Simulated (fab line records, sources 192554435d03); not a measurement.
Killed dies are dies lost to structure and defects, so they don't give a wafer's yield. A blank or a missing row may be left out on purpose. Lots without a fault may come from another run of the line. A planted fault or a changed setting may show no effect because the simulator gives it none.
A struck lot beside a sound one | flow n5_finfet | 26 steps out of a route of 1938
Sound: wafers L123.3, L123.4, L123.5. Struck: wafers L132.2, L132.4, L132.6. The cause comes at the end.
At each step with rows: each side's tool, then ch and its chambers, then its first start. Under that, the readings that differ: sound wafers | struck wafers | difference of the means | sigmas: that difference in standard deviations of wafers without a fault.
alike: readings whose means differ by less than 2 such deviations, and words and numbers that are the same on both sides. not compared: withheld readings, readings that some wafer has no value for, bounds like >300 that may hide the same value, and numbers for which the record gives no deviation and whose values overlap.
The two part at a step that has a row with sigmas, a row that says differs or no value, or rows on one side only. Numbers that don't overlap but have no deviation are shown without sigmas and don't part them. A reading that every wafer of one side lacks parts them only if that side has two wafers or more.

first, 3 steps without rows for these wafers: N5_STI_FIN_REVEAL_ALD_14 (deposits Si3N4, target thk 3 nm); N5_STI_FIN_REVEAL_FCVD_FILL_01 (material SiO2 flowable, target thk 312 nm, time 512.2 s); N5_STI_FIN_REVEAL_DENSIFY_02 (time 1800 s).
N5_STI_FIN_REVEAL_CMP_04: polishes, stops on Si3N4, t overpolish 4 s, target thk 131.83 nm.
  sound on cmp-03 ch 0,1, day 3 10:28; struck on cmp-04 ch 0,2,3, day 5 19:57
  alike: motor_current_A, overpolish_run_s, time_to_endpoint_s
N5_STI_FIN_REVEAL_THK_MEAS_05:
  sound on film_metro-02, day 3 10:46; struck on film_metro-02, day 5 20:15
  alike: thk_nm
N5_STI_FIN_REVEAL_DENSIFY_30:
  sound on rtp_anneal-01 ch 0, day 3 10:51; struck on rtp_anneal-02 ch 0, day 5 20:18
  alike: lamp_power_pct, lamp_zone_4_pct, lamp_zone_6_pct
  not compared: wafer_temp_C_max
N5_STI_FIN_REVEAL_ETCHBACK_08: etches SiO2 in C4F6/O2, target depth 30.5 nm, time 10.167 s.
  sound on rie_diel-01 ch 1,2,3, day 3 11:00; struck on rie_diel-03 ch 0,2,3, day 5 20:29
  alike: drypump_motor_current_A, oes_o_777_au, oes_product_au, rf_vpp_V, showerhead_plenum_p_Torr, throttle_valve_pct
  not compared: rf_hours_counter_h
N5_STI_FIN_REVEAL_STRIP_24: strips in N2/H2, time 90 s.
  sound on rie_diel-01 ch 1,2,3, day 3 11:02; struck on rie_diel-03 ch 0,2,3, day 5 20:31
  alike: drypump_motor_current_A, oes_product_au, rf_vpp_V, showerhead_plenum_p_Torr, throttle_valve_pct
  not compared: rf_hours_counter_h
then, 4 steps without rows for these wafers: N5_STI_FIN_REVEAL_PRECLEAN_25 (cleans in SPM, time 90 s); N5_STI_FIN_REVEAL_PRECLEAN_26 (cleans in SC1, time 45 s); N5_STI_FIN_REVEAL_PRECLEAN_29 (cleans in DHF, time 30 s); N5_STI_FIN_REVEAL_SRD_12 (time 30 s).
N5_STI_FIN_REVEAL_RECESS_09: chemistry HF/NH3, target SiO2, afs cycles 11, target depth 42.5 nm, sublimation time 60 s.
  sound on vapor_etch-02 ch 0,1, day 3 11:47; struck on vapor_etch-02 ch 0,1, day 5 20:44
  alike: drypump_motor_current_A
then, 3 steps without rows for these wafers: N5_STI_FIN_REVEAL_STRIP_16 (strips SiNx in H3PO4, target depth 23.8 nm); N5_STI_FIN_REVEAL_PRECLEAN_17 (cleans in NF3:NH3, afs cycles 1, time 20 s, sublimation time 60 s); N5_STI_FIN_REVEAL_ETCH_34 (etches Si in H2, material Si, target depth 0.97 nm).
N5_STI_FIN_REVEAL_OXIDATION_31: chemistry O2 PLASMA REMOTE, time 20 s.
  sound on plasma_asher-02 ch 0,1, day 3 13:25; struck on plasma_asher-02 ch 0,1, day 5 22:55
  alike: drypump_motor_current_A, heater_power_w, o2_flow_sccm, temp_c_max
  not compared: rf_hours_counter_h
then, 6 steps without rows for these wafers: N5_STI_FIN_REVEAL_PRECLEAN_32 (cleans in NF3:NH3, afs cycles 1, time 20 s, sublimation time 60 s); N5_STI_FIN_REVEAL_STRIP_35 (strips Si3N4 in H3PO4, target depth 4 nm, time 39 s); N5_STI_FIN_REVEAL_SRD_21 (time 30 s); N5_STI_FIN_REVEAL_OXIDATION_33 (chemistry O2 PLASMA REMOTE, time 20 s); N5_STI_FIN_REVEAL_CLEAN_19 (cleans in O3/DIW, time 120 s); N5_STI_FIN_REVEAL_SRD_23 (time 30 s).
N5_STI_FIN_REVEAL_CD_MEAS_22: target cd 6.238 nm, pitch 28 nm.
  sound on cd_sem-03, day 3 13:55; struck on cd_sem-03, day 5 23:26
  alike: cd_nm
N5_STI_FIN_REVEAL_FIN_H_MEAS_10:
  sound on ocd-02, day 3 13:57; struck on ocd-02, day 5 23:28
  reading              | sound          | struck         | difference | sigmas
  trench_depth_nm (nm) | 51.1 53.5 51.7 | 47.2 47.7 47.2 | -4.7       | -5
then, 1 step without rows for these wafers: N5_STI_FIN_REVEAL_PRECLEAN_18 (cleans in SC2, time 45 s).

WHERE THEY PART
Only at N5_STI_FIN_REVEAL_FIN_H_MEAS_10, within this record.

WHY: what the simulator had put in
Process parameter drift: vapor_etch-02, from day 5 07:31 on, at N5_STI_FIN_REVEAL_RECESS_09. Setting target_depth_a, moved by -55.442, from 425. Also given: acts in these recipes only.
